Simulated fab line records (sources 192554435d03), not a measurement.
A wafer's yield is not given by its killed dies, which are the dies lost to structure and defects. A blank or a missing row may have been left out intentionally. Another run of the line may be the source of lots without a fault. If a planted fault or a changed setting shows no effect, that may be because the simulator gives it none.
Which tool was responsible? -- flow n5_finfet -- Sampling: 9 lots, 27 wafers, 5 of 1938 route steps

## WHAT THE GAUGES SHOWED, per wafer
N5_BEOL_M4_RC_MEAS_101.
lot,measured,on,RS_NWELL (ohm/sq)
L847,day 8 04:54,prober-01,1037 1032 1041
L849,day 9 04:48,prober-02,1034 1036 1038
L850,day 9 12:25,prober-02,1126 1112 1121
L852,day 9 05:35,prober-01,1119 1131 1124
L864,day 12 12:24,prober-01,1037 1037 1032
L865,day 13 00:23,prober-01,1043 1043 1044
L866,day 13 21:21,prober-02,1033 1035 1044
L868,day 13 21:41,prober-01,1032 1031 1030
L869,day 14 04:16,prober-02,1042 1047 1037

## WHICH TOOL RAN EACH LOT (tool, then ch and the chambers of the sampled wafers, then the start)
lot,N5_ZERO_LAYER_PECVD_02,N5_WELL_APT_DESCUM_13,N5_WELL_APT_IMPLANT_14,N5_PMOS_HMC_CHANNEL_EPI_HM_DEP_34
L847,"pecvd-04 ch 0,1, day 1 18:17","rie_diel-05 ch 0,3, day 1 20:01","implanter-02 ch 0, day 1 20:07","pecvd-04 ch 0,1,2, day 2 00:01"
L849,"pecvd-02 ch 0,1, day 2 06:17","rie_diel-06 ch 0,1,2, day 2 07:50","implanter-02 ch 0, day 2 07:56","pecvd-04 ch 0,1,2, day 2 10:52"
L850,"pecvd-04 ch 0,1,2, day 2 12:17","rie_diel-01 ch 0,2,3, day 2 13:53","implanter-02 ch 0, day 2 13:59","pecvd-04 ch 0,1,2, day 2 17:31"
L852,"pecvd-02 ch 0,1, day 3 00:17","rie_diel-06 ch 0,2,3, day 3 01:59","implanter-02 ch 0, day 3 02:07","pecvd-04 ch 0,1, day 3 05:23"
L864,"pecvd-04 ch 0,2, day 6 00:17","rie_diel-06 ch 0,1,2, day 6 01:46","implanter-02 ch 0, day 6 01:52","pecvd-02 ch 1,2, day 6 04:47"
L865,"pecvd-02 ch 0,1, day 6 06:17","rie_diel-01 ch 0,1,2, day 6 07:44","implanter-01 ch 0, day 6 07:50","pecvd-02 ch 1,2, day 6 11:34"
L866,"pecvd-02 ch 1,2, day 6 12:17","rie_diel-05 ch 0,1,3, day 6 14:14","implanter-01 ch 0, day 6 14:20","pecvd-03 ch 0,1, day 6 17:31"
L868,"pecvd-01 ch 0,1,2, day 7 00:17","rie_diel-05 ch 2,3, day 7 01:59","implanter-01 ch 0, day 7 02:05","pecvd-04 ch 0,1,2, day 7 04:55"
L869,"pecvd-04 ch 0,2, day 7 06:17","rie_diel-06 ch 1,2,3, day 7 07:38","implanter-02 ch 0, day 7 07:44","pecvd-03 ch 0,1,2, day 7 10:34"
- N5_ZERO_LAYER_PECVD_02: deposits SiO2 from SiH4/N2O, target thk 10 nm, time 6 s.
- N5_WELL_APT_DESCUM_13: chemistry O2, time 7.9 s.
- N5_WELL_APT_IMPLANT_14
- N5_PMOS_HMC_CHANNEL_EPI_HM_DEP_34: deposits SiO2 from TEOS/O2, target thk 36 nm, time 6.9 s.

## THE ANSWER, worked out from the rows above alone
Rule: the lots themselves supply what counts as usual. The widest of any qualifying gaps counts: lots, ordered by their means at a reading, are off when they make up no more than a third of the lots, leave a main group of 4 or more, and stand apart from it by 3 or more times the standard deviation of that group's means. The tables above print the reading to a certain number of digits; a main group whose means all agree to those digits is not used. Also off: a lot with no number at a reading for which 4 or more lots have one. Where the step has rows for the other lots, those lots are counted as sound.
Off: at N5_BEOL_M4_RC_MEAS_101 (RS_NWELL), L850, L852. The main group: mean 1037 ohm/sq, standard deviation 3.9.
If a tool, at a process step before that reading, ran all the lots that are off and no sound lot after the first of them, it fits. Gauges at N5_BEOL_M4_RC_MEAS_101: tried the same way as those tools. None of those tried fits.

## WHAT HAD BEEN PUT IN BY THE SIMULATOR
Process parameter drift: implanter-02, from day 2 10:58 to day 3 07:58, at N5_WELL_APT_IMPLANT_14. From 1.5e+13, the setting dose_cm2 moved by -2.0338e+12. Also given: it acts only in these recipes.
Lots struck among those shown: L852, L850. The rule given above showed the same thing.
